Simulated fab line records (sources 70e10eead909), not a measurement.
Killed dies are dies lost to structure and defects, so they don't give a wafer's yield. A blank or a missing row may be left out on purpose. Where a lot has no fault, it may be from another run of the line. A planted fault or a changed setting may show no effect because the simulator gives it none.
Which of the tools did it? | flow nand-harc | 11 lots, 33 wafers sampled, at 6 steps of a route of 1302

## WHAT THE GAUGES READ, wafer by wafer
NHARC_P_ZERO_WELL_CD_MEAS_24: the cd target is 720 nm.
lot  | measured     | on        | cd-nm (nm)
L628 | day 1 18:31  | cd-sem-02 | 723.9 721.9 718.8
L629 | day 2 04:21  | cd-sem-02 | 720.4 720.7 720.1
L632 | day 3 10:37  | cd-sem-03 | - - -
L637 | day 5 12:35  | cd-sem-01 | 720.4 721.2 722.3
L639 | day 6 08:31  | cd-sem-01 | 720.8 719.4 721.6
L640 | day 6 18:28  | cd-sem-01 | 715.6 720.3 720.3
L642 | day 7 14:44  | cd-sem-03 | 716.7 719.0 720.1
L644 | day 8 10:46  | cd-sem-03 | 720.7 719.7 720.1
L645 | day 8 20:28  | cd-sem-01 | 717.3 718.1 719.2
L647 | day 9 16:35  | cd-sem-01 | 720.8 720.6 721.9
L649 | day 10 12:27 | cd-sem-01 | 720.2 722.2 717.8

NHARC_END_SORT_01.
lot  | measured     | on        | killed-at-array | killed-at-other | killed-at-periphery | killed-dies | killed-open | killed-short
L628 | day 26 02:20 | prober-02 | 69 66 62        | 5 1 2           | 4 2 4               | 78 69 68    | 6 6 5       | 2 3 1
L629 | day 26 18:41 | prober-02 | 73 75 71        | 1 1 0           | 13 9 9              | 87 85 80    | 3 6 5       | 4 2 4
L632 | day 26 09:37 | prober-01 | 65 88 64        | 1 0 0           | 611 589 613         | 677 677 677 | 3 5 4       | 3 1 3
L637 | day 27 23:32 | prober-01 | 61 62 48        | 2 4 1           | 3 7 7               | 66 73 56    | 1 2 0       | 3 1 2
L639 | day 28 18:57 | prober-01 | 71 80 67        | 0 0 0           | 7 7 6               | 78 87 73    | 2 3 2       | 3 2 2
L640 | day 29 03:32 | prober-01 | 29 30 29        | 1 2 2           | 6 12 6              | 36 44 37    | 3 6 4       | 2 1 1
L642 | day 29 12:02 | prober-01 | 28 31 33        | 0 0 0           | 5 7 8               | 33 38 41    | 1 1 6       | 4 1 3
L644 | day 30 15:34 | prober-02 | 54 61 59        | 5 1 2           | 8 9 4               | 67 71 65    | 4 7 7       | 1 3 5
L645 | day 32 10:44 | prober-02 | 36 46 40        | 0 1 1           | 4 5 5               | 40 52 46    | 7 3 4       | 4 3 3
L647 | day 32 18:28 | prober-01 | 51 48 50        | 0 1 0           | 1 3 3               | 52 52 53    | 3 8 5       | 1 2 3
L649 | day 32 19:26 | prober-02 | 55 68 60        | 1 1 2           | 2 3 5               | 58 72 67    | 1 2 6       | 4 5 6

## WHICH TOOL RAN EACH LOT (tool, then ch and the chambers of the sampled wafers, then the start)
lot  | NHARC_P_ZERO_WELL_EXPOSE_21       | NHARC_P_ZERO_WELL_DESCUM_26        | NHARC_P_ZERO_WELL_DESCUM_54        | NHARC_P_ZERO_WELL_RTA_42
L628 | krf-scanner-02 ch 0, day 1 18:22  | rie-diel-08 ch 2,3, day 1 18:41    | rie-diel-01 ch 0,1, day 1 21:58    | rtp-anneal-02 ch 0, day 1 23:04
L629 | krf-scanner-02 ch 0, day 2 04:12  | rie-diel-07 ch 0,1, day 2 04:30    | rie-diel-08 ch 0,1,2, day 2 13:07  | rtp-anneal-02 ch 0, day 2 14:19
L632 | krf-scanner-02 ch 0, day 3 10:27  | rie-diel-01 ch 0,2,3, day 3 10:46  | rie-diel-08 ch 1,3, day 3 14:03    | rtp-anneal-01 ch 0, day 3 15:10
L637 | krf-scanner-02 ch 0, day 5 12:25  | rie-diel-01 ch 0,1,2, day 5 12:45  | rie-diel-08 ch 1,2, day 5 15:53    | rtp-anneal-01 ch 0, day 5 16:56
L639 | krf-scanner-02 ch 0, day 6 08:21  | rie-diel-01 ch 0,2,3, day 6 08:40  | rie-diel-01 ch 0,2,3, day 6 11:58  | rtp-anneal-01 ch 0, day 6 12:57
L640 | krf-scanner-02 ch 0, day 6 18:19  | rie-diel-08 ch 0,2, day 6 18:38    | rie-diel-07 ch 1,3, day 6 21:56    | rtp-anneal-01 ch 0, day 6 23:01
L642 | krf-scanner-01 ch 0, day 7 14:35  | rie-diel-01 ch 2,3, day 7 14:53    | rie-diel-07 ch 1,2,3, day 7 18:10  | rtp-anneal-01 ch 0, day 7 19:21
L644 | krf-scanner-02 ch 0, day 8 10:37  | rie-diel-08 ch 1,2,3, day 8 10:57  | rie-diel-07 ch 1,2, day 8 14:04    | rtp-anneal-01 ch 0, day 8 15:16
L645 | krf-scanner-02 ch 0, day 8 20:19  | rie-diel-01 ch 0,2,3, day 8 21:33  | rie-diel-08 ch 0,2,3, day 9 00:50  | rtp-anneal-02 ch 0, day 9 01:55
L647 | krf-scanner-01 ch 0, day 9 16:26  | rie-diel-07 ch 1,3, day 9 16:45    | rie-diel-01 ch 2,3, day 9 20:02    | rtp-anneal-02 ch 0, day 9 21:07
L649 | krf-scanner-01 ch 0, day 10 12:17 | rie-diel-01 ch 1,2,3, day 10 12:37 | rie-diel-01 ch 0,1,3, day 10 15:44 | rtp-anneal-02 ch 0, day 10 16:43
- NHARC_P_ZERO_WELL_EXPOSE_21: exposes mask P NWELL, target cd 720 nm.
- NHARC_P_ZERO_WELL_DESCUM_26: chemistry O2, time 3 s.
- NHARC_P_ZERO_WELL_DESCUM_54: chemistry O2, time 3 s.
- NHARC_P_ZERO_WELL_RTA_42: time 300 s.

## AS READ BY THE TOOLS THEMSELVES (means over the sampled wafers that have a number; for cases with no such wafer, the mark the record gives instead)
NHARC_P_ZERO_WELL_DESCUM_26.
lot  | tool        | drypump-motor-current-A (A) | o2-flow-sccm (sccm) | oes-product-au (a.u.) | rf-vpp-V (V) | showerhead-plenum-p-Torr (Torr) | throttle-valve-pct (%)
L628 | rie-diel-08 | 6.0                         | 200.2               | 1.003                 | 57.4         | 1.86                            | 11.309
L629 | rie-diel-07 | 5.4                         | 199.9               | 1.002                 | 58.5         | 1.86                            | 11.312
L632 | rie-diel-01 | 5.4                         | 199.7               | 0.994                 | 58.6         | 1.99                            | 11.311
L637 | rie-diel-01 | 5.5                         | 200.2               | 0.996                 | 57.8         | 1.92                            | 11.315
L639 | rie-diel-01 | 5.4                         | 199.5               | 1.000                 | 58.2         | 1.98                            | 11.311
L640 | rie-diel-08 | 5.4                         | 200.4               | 1.000                 | 58.3         | 1.93                            | 11.317
L642 | rie-diel-01 | 5.8                         | 200.3               | 0.992                 | 58.9         | 2.03                            | 11.299
L644 | rie-diel-08 | 5.8                         | 199.9               | 1.002                 | 58.3         | 1.86                            | 11.313
L645 | rie-diel-01 | 5.4                         | 199.9               | 1.003                 | 58.2         | 1.98                            | 11.313
L647 | rie-diel-07 | 5.0                         | 200.3               | 1.006                 | 57.3         | 1.83                            | 11.316
L649 | rie-diel-01 | 5.7                         | 199.8               | 1.005                 | 58.9         | 1.94                            | 11.308

NHARC_P_ZERO_WELL_DESCUM_54.
lot  | tool        | drypump-motor-current-A (A) | o2-flow-sccm (sccm) | oes-product-au (a.u.) | rf-vpp-V (V) | showerhead-plenum-p-Torr (Torr) | throttle-valve-pct (%)
L628 | rie-diel-01 | 5.2                         | 200.4               | 1.007                 | 57.6         | 1.88                            | 11.312
L629 | rie-diel-08 | 5.6                         | 200.5               | 1.004                 | 57.6         | 1.91                            | 11.319
L632 | rie-diel-08 | 5.7                         | 200.6               | 1.006                 | 57.2         | 1.88                            | 11.317
L637 | rie-diel-08 | 5.9                         | 200.0               | 0.996                 | 57.9         | 1.86                            | 11.312
L639 | rie-diel-01 | 5.4                         | 200.1               | 1.002                 | 57.9         | 1.98                            | 11.309
L640 | rie-diel-07 | 5.0                         | 202.3               | 0.993                 | 57.9         | 1.83                            | 11.317
L642 | rie-diel-07 | 5.5                         | 199.7               | 0.983                 | 57.0         | 1.88                            | 11.315
L644 | rie-diel-07 | 5.8                         | 199.7               | 0.990                 | 57.4         | 1.84                            | 11.314
L645 | rie-diel-08 | 5.6                         | 200.1               | 1.002                 | 57.7         | 1.89                            | 11.306
L647 | rie-diel-01 | 5.8                         | 200.3               | 1.010                 | 58.2         | 2.03                            | 11.305
L649 | rie-diel-01 | 5.4                         | 200.1               | 1.005                 | 57.7         | 1.89                            | 11.309

NHARC_P_ZERO_WELL_RTA_42.
lot  | tool          | anneal-temp-c-max | lamp-power-pct (%) | lamp_zone_5_pct (%) | wafer_temp_C_max
L628 | rtp-anneal-02 | 1106.2            | 42.8               | 42.8                | 1104.2
L629 | rtp-anneal-02 | 1106.0            | 42.9               | 42.9                | 1105.3
L632 | rtp-anneal-01 | 1105.4            | 41.4               | 41.4                | 1106.9
L637 | rtp-anneal-01 | 1104.7            | 41.4               | 41.4                | 1106.3
L639 | rtp-anneal-01 | 1104.5            | 41.4               | 41.4                | 1106.1
L640 | rtp-anneal-01 | 1104.5            | 41.4               | 41.4                | 1105.7
L642 | rtp-anneal-01 | 1105.9            | 41.4               | 41.5                | 1105.9
L644 | rtp-anneal-01 | 1103.9            | 41.4               | 41.4                | 1107.4
L645 | rtp-anneal-02 | 1105.0            | 42.9               | 42.9                | 1104.8
L647 | rtp-anneal-02 | 1104.6            | 42.9               | 42.9                | 1104.0
L649 | rtp-anneal-02 | 1104.6            | 42.8               | 42.8                | 1104.1

## THE ANSWER, worked out from the rows above alone
Rule: what is usual is taken from the lots themselves. The widest of any qualifying gaps counts: lots, ordered by their means at a reading, are off when they make up no more than a third of the lots, leave a main group of 4 or more, and stand apart from it by 3 or more times the standard deviation of that group's means. A main group whose means are all the same, to the digits that the tables above print for the reading, isn't used. Also off: a lot with no number at a reading for which 4 or more lots have one. The other lots that the step has rows for count as sound. Order of review: gauges by route order, followed by the tools' own readings, for which a lot's mean as printed above is used. The first step at which some lot is off is used, and at that step the reading that is off furthest; a lot without a number counts as furthest.
Off: L632, at NHARC_P_ZERO_WELL_CD_MEAS_24 (cd-nm). Without a number there: L632. For the main group the mean is 720.1 nm and the standard deviation 1.1.
A tool fits if, at a process step before that reading, it ran every lot that is off, and no sound lot after the first of them. The gauges at NHARC_P_ZERO_WELL_CD_MEAS_24 aren't tried: what is off there is off at NHARC_END_SORT_01 too, on other tools, and a gauge's error can't cause that. Of those tried, none fits.

## WHAT THE SIMULATOR PUT IN
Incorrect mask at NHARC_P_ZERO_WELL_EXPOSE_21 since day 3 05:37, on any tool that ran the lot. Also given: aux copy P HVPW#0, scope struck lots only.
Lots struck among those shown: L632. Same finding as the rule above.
